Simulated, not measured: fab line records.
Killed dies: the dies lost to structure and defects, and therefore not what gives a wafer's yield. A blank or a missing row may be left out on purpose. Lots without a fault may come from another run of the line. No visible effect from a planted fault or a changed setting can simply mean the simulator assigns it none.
A struck lot beside a sound one	flow nand_harc	18 out of 1302 route steps
Sound: wafers L890.1, L890.3, L890.6. Struck: wafers L904.1, L904.2, L904.5. At the end, the cause is stated.
Order at every step that has rows: each side's tool, ch and its chambers, its first start. Under that, the readings that differ: sound wafers	struck wafers	difference of the means	sigmas: that difference in standard deviations of wafers without a fault.
alike: a reading whose means differ by less than 2 such deviations, as well as words and numbers matching on both sides. not compared: withheld readings; readings where some wafer has no value; bounds like >300 that might hide an equal value; numbers whose values overlap and for which the record gives no deviation.
A row with sigmas, a row that says differs or no value, or rows on one side alone: a step with any of these is where the two part. Numbers that have no deviation but don't overlap get no sigmas and don't part them. A reading that every wafer of one side lacks parts them only if that side has two wafers or more.

NHARC_P_ZERO_WELL_CD_MEAS_11: target cd 500 nm.
  sound on cd_sem-03 ch 0, day 2 07:14; struck on cd_sem-01 ch 0, day 8 03:16
  alike: cd_nm
then, 1 step without rows for these wafers: NHARC_P_ZERO_WELL_HARDBAKE_12 (time 65 s).
NHARC_P_ZERO_WELL_DESCUM_13: chemistry O2, time 3 s.
  sound on rie_diel-13 ch 0,3, day 2 07:24; struck on rie_diel-11 ch 0,1,3, day 8 03:27
  alike: drypump_motor_current_A, oes_product_au, rf_vpp_V, showerhead_plenum_p_Torr, throttle_valve_pct
  not compared: rf_hours_counter_h
NHARC_P_ZERO_WELL_ETCH_65: etches the open film in N2/H2, target depth 80 nm, overetch 24 nm, time 87.88 s.
  sound on rie_diel-13 ch 0,1,2, day 2 07:29; struck on rie_diel-11 ch 2,3, day 8 03:31
  alike: drypump_motor_current_A, oes_product_au, rf_vpp_V, showerhead_plenum_p_Torr, throttle_valve_pct
  not compared: rf_hours_counter_h
NHARC_P_ZERO_WELL_ETCH_62: etches the open film in CHF3/Ar, target depth 13 nm, time 6.5 s.
  sound on rie_diel-13 ch 0,1; struck on rie_diel-11 ch 0,1,3
  alike: drypump_motor_current_A, oes_product_au, rf_vpp_V, showerhead_plenum_p_Torr, throttle_valve_pct
  not compared: rf_hours_counter_h
NHARC_P_ZERO_WELL_ETCH_63: etches the open film in HBr/Cl2, target depth 120 nm, time 40.1 s.
  sound on rie_si-01 ch 0,1,3, day 2 07:41; struck on rie_si-01 ch 0,3, day 8 03:41
  alike: drypump_motor_current_A, oes_product_au, throttle_valve_pct
  not compared: rf_hours_counter_h
then, 6 steps without rows for these wafers: NHARC_P_ZERO_WELL_STRIP_15 (strips in SPM, time 900 s); NHARC_P_ZERO_WELL_DEHYDRATE_16 (time 120 s); NHARC_P_ZERO_WELL_HMDS_17 (time 30 s); NHARC_P_ZERO_WELL_COAT_18; NHARC_P_ZERO_WELL_SOFTBAKE_19 (time 95 s); NHARC_P_ZERO_WELL_EBR_20.
NHARC_P_ZERO_WELL_EXPOSE_21: exposes mask P NWELL, target cd 720 nm.
  sound on krf_scanner-04 ch 0, day 2 08:18; struck on krf_scanner-04 ch 0, day 8 04:20
reading	sound	struck	difference	sigmas
mask	P_NWELL#0 P_NWELL#0 P_NWELL#0	P_HVPW#0 P_HVPW#0 P_HVPW#0	differs	
then, 2 steps without rows for these wafers: NHARC_P_ZERO_WELL_PEB_22 (peb time 85 s); NHARC_P_ZERO_WELL_DEVELOP_23 (time 70 s).
NHARC_P_ZERO_WELL_CD_MEAS_24: target cd 720 nm.
  sound on cd_sem-02 ch 0, day 2 08:27; struck on cd_sem-01 ch 0, day 8 04:29
reading	sound	struck	difference	sigmas
cd_nm (nm)	718.8 719.4 719.8	- - -	no value on the struck wafers	
then, 2 steps without rows for these wafers: NHARC_P_ZERO_WELL_HARDBAKE_25 (time 80 s); NHARC_END_SORT_01.

## WHERE THEY PART
First at NHARC_P_ZERO_WELL_EXPOSE_21; last, within this record, at NHARC_P_ZERO_WELL_CD_MEAS_24.

WHY: whatever the simulator had introduced
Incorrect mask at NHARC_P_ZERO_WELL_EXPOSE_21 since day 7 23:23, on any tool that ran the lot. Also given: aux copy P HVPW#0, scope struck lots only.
